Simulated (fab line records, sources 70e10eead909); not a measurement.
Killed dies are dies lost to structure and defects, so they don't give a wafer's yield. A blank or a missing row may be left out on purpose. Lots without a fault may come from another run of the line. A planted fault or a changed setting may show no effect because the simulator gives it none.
Chamber matching | flow nand_harc | NHARC_A_STAIRCASE_ETCH_292 on rie_diel-12: 4 sister chambers
The step etches the open film in CF4/CHF3. 7 wafers are shown with their chamber, then 9 later ones without.

WAFERS WITH THEIR CHAMBER
wafer  | chamber | showerhead_plenum_p_Torr (Torr) | rf_vpp_V (V)
L684.3 | 2       | 1.59                            | 371.7
L686.2 | 1       | 1.67                            | 374.0
L686.3 | 0       | 1.69                            | 373.4
L686.5 | 2       | 1.59                            | 371.1
L693.2 | 3       | 1.63                            | 373.3
L693.3 | 0       | 1.68                            | 374.1
L693.6 | 1       | 1.67                            | 373.6

WAFERS WITHOUT THEIR CHAMBER
wafer  | showerhead_plenum_p_Torr (Torr) | rf_vpp_V (V)
L696.1 | 1.68                            | 375.5
L696.2 | 1.67                            | 373.7
L696.4 | 1.58                            | 368.8
L695.2 | 1.63                            | 374.0
L695.3 | 1.67                            | 374.2
L695.6 | 1.63                            | 372.5
L694.1 | 1.63                            | 372.8
L694.2 | 1.68                            | 374.9
L694.5 | 1.63                            | 372.7

WHICH CHAMBER EACH WENT THROUGH
wafer  | from the rows above     | in truth
L696.1 | can't be placed: 0 or 1 | 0
L696.2 | 1                       | 1
L696.4 | 2                       | 2
L695.2 | 3                       | 3
L695.3 | 1                       | 1
L695.6 | 3                       | 3
L694.1 | 3                       | 3
L694.2 | can't be placed: 0 or 1 | 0
L694.5 | 3                       | 3
Placed correctly: 7 of 9. Can't be placed from these rows: 2 (the true chamber is among the candidates in 2). Placed wrongly: 0.
How it was worked out, from the rows above alone: a wafer's distance from a chamber is the root of the sum, over the readings, of the square of ((its reading less the chamber's mean) divided by the reading's scatter). The wafer belongs to the nearest chamber; if the next one is less than 2 further off, it can't be placed. A chamber's mean is the mean of its shown wafers. The scatter: the root of (the sum of the squares of (reading less its chamber's mean) over the shown wafers, divided by (wafers less chambers)).
